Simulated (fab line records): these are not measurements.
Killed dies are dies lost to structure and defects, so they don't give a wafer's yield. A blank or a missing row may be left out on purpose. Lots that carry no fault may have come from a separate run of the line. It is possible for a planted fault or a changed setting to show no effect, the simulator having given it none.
Chamber matching :: flow n5 finfet :: 4 sister chambers for N5_BEOL_M12_TRENCH_ETCH_34 on rie diel-04
The step etches SiOC in C4F8/O2/Ar, target depth 318.95 nm, time 125.5 s. 8 wafers are shown with their chamber, then 10 later ones without.

== WAFERS PAIRED WITH THEIR CHAMBERS ==
wafer: L077.4
chamber: 1
showerhead plenum p Torr (Torr): 3.33
throttle valve pct (%): 23.69

wafer: L085.1
chamber: 3
showerhead plenum p Torr (Torr): 3.60
throttle valve pct (%): 24.07

wafer: L085.5
chamber: 2
showerhead plenum p Torr (Torr): 3.53
throttle valve pct (%): 24.51

wafer: L086.1
chamber: 1
showerhead plenum p Torr (Torr): 3.32
throttle valve pct (%): 23.73

wafer: L086.2
chamber: 0
showerhead plenum p Torr (Torr): 3.38
throttle valve pct (%): 24.07

wafer: L086.3
chamber: 2
showerhead plenum p Torr (Torr): 3.53
throttle valve pct (%): 24.50

wafer: L088.1
chamber: 3
showerhead plenum p Torr (Torr): 3.60
throttle valve pct (%): 24.08

wafer: L088.4
chamber: 0
showerhead plenum p Torr (Torr): 3.37
throttle valve pct (%): 24.07

== WAFERS WITH NO CHAMBER GIVEN ==
wafer: L088.5
showerhead plenum p Torr (Torr): 3.60
throttle valve pct (%): 24.07

wafer: L089.3
showerhead plenum p Torr (Torr): 3.52
throttle valve pct (%): 24.52

wafer: L089.5
showerhead plenum p Torr (Torr): 3.32
throttle valve pct (%): 23.73

wafer: L089.6
showerhead plenum p Torr (Torr): 3.52
throttle valve pct (%): 24.51

wafer: L093.1
showerhead plenum p Torr (Torr): 3.32
throttle valve pct (%): 23.73

wafer: L093.2
showerhead plenum p Torr (Torr): 3.59
throttle valve pct (%): 24.09

wafer: L093.4
showerhead plenum p Torr (Torr): 3.37
throttle valve pct (%): 24.06

wafer: L097.1
showerhead plenum p Torr (Torr): 3.59
throttle valve pct (%): 24.09

wafer: L097.4
showerhead plenum p Torr (Torr): 3.36
throttle valve pct (%): 24.08

wafer: L097.5
showerhead plenum p Torr (Torr): 3.59
throttle valve pct (%): 24.09

== CHAMBER TAKEN BY EACH ==
wafer: L088.5
from the rows above: 3
in truth: 3

wafer: L089.3
from the rows above: 2
in truth: 2

wafer: L089.5
from the rows above: 1
in truth: 1

wafer: L089.6
from the rows above: 2
in truth: 2

wafer: L093.1
from the rows above: 1
in truth: 1

wafer: L093.2
from the rows above: 3
in truth: 3

wafer: L093.4
from the rows above: 0
in truth: 0

wafer: L097.1
from the rows above: 3
in truth: 3

wafer: L097.4
from the rows above: 0
in truth: 0

wafer: L097.5
from the rows above: 3
in truth: 3
Correct placement for 10 of the 10. From these rows, 0 cannot be placed. Wrongly placed: 0.
How it was worked out, from the rows above alone: a wafer's distance from a chamber is the root of the sum, over the readings, of the square of ((its reading less the chamber's mean) divided by the reading's scatter). The wafer belongs to the nearest chamber; if the next one is less than 2 further off, it can't be placed. Each chamber's mean is taken over the wafers shown for it. The scatter: take each reading less its chamber's mean, square it, sum over the shown wafers, divide by the number of wafers less the number of chambers, and take the root.
